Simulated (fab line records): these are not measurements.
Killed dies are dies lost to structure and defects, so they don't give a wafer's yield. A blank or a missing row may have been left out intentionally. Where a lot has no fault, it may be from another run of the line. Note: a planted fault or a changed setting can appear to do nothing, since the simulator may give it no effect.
Matching of chambers / flow n5_finfet / 4 sister chambers for N5_BEOL_M0_CUTY_ETCH_63 on rie_diel-06
The step etches SOC in N2/H2, target depth 82.7 nm, overetch 16.5 nm, time 124 s. 4 wafers are shown with their chamber, then 11 later ones without.

EACH WAFER AND ITS CHAMBER
wafer=L089.1; chamber=1; drypump_motor_current_A (A)=5.7
wafer=L089.2; chamber=0; drypump_motor_current_A (A)=6.0
wafer=L089.3; chamber=3; drypump_motor_current_A (A)=5.9
wafer=L089.4; chamber=2; drypump_motor_current_A (A)=5.1

WAFERS WITH NO CHAMBER GIVEN
wafer=L089.5; drypump_motor_current_A (A)=6.0
wafer=L089.6; drypump_motor_current_A (A)=5.9
wafer=L091.1; drypump_motor_current_A (A)=5.9
wafer=L091.4; drypump_motor_current_A (A)=6.0
wafer=L091.6; drypump_motor_current_A (A)=5.7
wafer=L096.1; drypump_motor_current_A (A)=5.7
wafer=L096.2; drypump_motor_current_A (A)=5.8
wafer=L096.3; drypump_motor_current_A (A)=5.0
wafer=L096.4; drypump_motor_current_A (A)=6.0
wafer=L096.5; drypump_motor_current_A (A)=5.1
wafer=L096.6; drypump_motor_current_A (A)=5.8

WHICH CHAMBER EACH WENT THROUGH
wafer=L089.5; from the rows above=can't be placed: 0 or 3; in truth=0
wafer=L089.6; from the rows above=can't be placed: 3 or 0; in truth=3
wafer=L091.1; from the rows above=can't be placed: 3 or 0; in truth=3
wafer=L091.4; from the rows above=can't be placed: 0 or 3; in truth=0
wafer=L091.6; from the rows above=1; in truth=1
wafer=L096.1; from the rows above=1; in truth=1
wafer=L096.2; from the rows above=can't be placed: 1 or 3 or 0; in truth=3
wafer=L096.3; from the rows above=2; in truth=2
wafer=L096.4; from the rows above=can't be placed: 0 or 3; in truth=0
wafer=L096.5; from the rows above=2; in truth=2
wafer=L096.6; from the rows above=can't be placed: 1 or 3 or 0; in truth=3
Correctly placed: 4 of 11. Unplaceable from these rows: 7, with the true chamber sitting among the candidates in 7. 0 placed wrongly.
How it was worked out, from the rows above alone: a wafer's distance from a chamber is the root of the sum, over the readings, of the square of ((its reading less the chamber's mean) divided by the reading's scatter). The wafer belongs to the nearest chamber; if the next one is less than 2 further off, it can't be placed. A chamber's mean is the mean of its shown wafers. The scatter (one wafer shown for each chamber): square how far every hidden wafer sits from the nearest shown wafer, average those squares and take the square root.
